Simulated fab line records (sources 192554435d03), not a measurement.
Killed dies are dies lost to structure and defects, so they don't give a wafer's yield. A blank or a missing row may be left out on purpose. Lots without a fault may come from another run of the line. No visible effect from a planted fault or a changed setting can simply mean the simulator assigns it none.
Problem report, 8D (eight disciplines) form, completed by code / flow n5 finfet / the parts of the form that need people (team, actions taken, sign-off) are left out

== 1. THE ISSUE ==
Mean of etch rf on time s at N5_BEOL_M2_ETCH_69: 34.9 s across 2 wafers in 2 lots; on wafers with no fault it is 25.8 s (standard deviation 0.36). That puts it +25 standard deviations away from the usual mean.
The step: etches SiARC in CF4, target depth 15.6 nm, time 26 s.
First observed at day 10 04:44: wafer L423.5, on rie diel-04. The record holds 26 wafers of 9 lots with a number at this step. The rule behind "out" and "out of limits": a value lying over 4 standard deviations away from the usual mean. All remaining wafers that have a number are taken as sound.

== 2. WHAT IT IS; WHAT IT IS NOT ==
question=which readings at this step | is=etch rf on time s | is not=drypump motor current A, oes product au, rf vpp V, showerhead plenum p Torr, throttle valve pct
question=which lots | is=L423, L427 | is not=L410, L413, L419, L425, L430, L431, L433
question=which wafers of those lots | is=L423.5, L427.2 | is not=L423.4, L427.3, L427.4
question=read on which tools | is=rie diel-04 | is not=rie diel-01, rie diel-03
question=when | is=from day 10 04:44 | is not=up to then (10 sound wafers); but 14 sound wafers of L425, L427, L430, L431, L433 came after

== 3. SUSPECTS, AND WHAT RULES EACH OUT ==
Counting: any tool at a process step up to the reading remains a suspect provided it ran every lot that is out. Sound lots after the first of them don't rule it out here, since some wafers of a struck lot are sound.
- rie diel-04 at N5_BEOL_M2_DESCUM_33 (chemistry O2, time 7 s): kept. It ran every lot that is out, first L423 (day 10 04:41); its last sound lot up to then is L419 (day 8 23:08).
- rie diel-04 at N5_BEOL_M2_ETCH_69 (etches SiARC in CF4, target depth 15.6 nm, time 26 s): kept. It ran every lot that is out, first L423 (day 10 04:44); its last sound lot up to then is L419 (day 8 23:11). On those wafers its own readings are out: etch rf on time s.
- Within rie diel-04 at N5_BEOL_M2_DESCUM_33: the wafers that are out ran in chamber 3; their sound lot-mates ran in chambers 0, 1, 2.
- Within rie diel-04 at N5_BEOL_M2_ETCH_69: the wafers that are out ran in chamber 3; their sound lot-mates ran in chambers 0, 1, 2.
Left after counting: rie diel-04 at N5_BEOL_M2_DESCUM_33, rie diel-04 at N5_BEOL_M2_ETCH_69.

== 4. THE CAUSE (what the simulator had put in) ==
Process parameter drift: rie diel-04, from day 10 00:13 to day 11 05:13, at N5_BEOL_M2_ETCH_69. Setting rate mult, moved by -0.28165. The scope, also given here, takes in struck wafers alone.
This tool is one of the 2 suspects left after counting.

== 5. SEQUENCE OF EFFECTS, ordered by route ==
Each row: a reading whose mean over the struck wafers that have a number lies more than 3 standard deviations from the usual. Readings are gone through only where the record gives a usual standard deviation; hours: the median, over the lots, of the time from a lot's start at the first step in this table giving one to that lot's start at this step; sigmas: the change measured in usual standard deviations.
hours=0; step=N5_BEOL_M2_ETCH_69; reading=etch rf on time s; usual=25.8 s; on struck wafers=34.9; change=+9.1; sigmas=+25
Here are the process steps it includes:
- N5_BEOL_M2_ETCH_69: etches SiARC in CF4, target depth 15.6 nm, time 26 s.
At these later measuring or inspecting steps, every struck wafer for which the step has a row has a number for every such reading, and none has moved that far: N5_BEOL_M4_RC_MEAS_101.

== 6. HOW IT WOULD HAVE BEEN CAUGHT EARLIER ==
In this record the first reading out of limits was taken at day 10 04:44, 5 hours after the fault began at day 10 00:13.
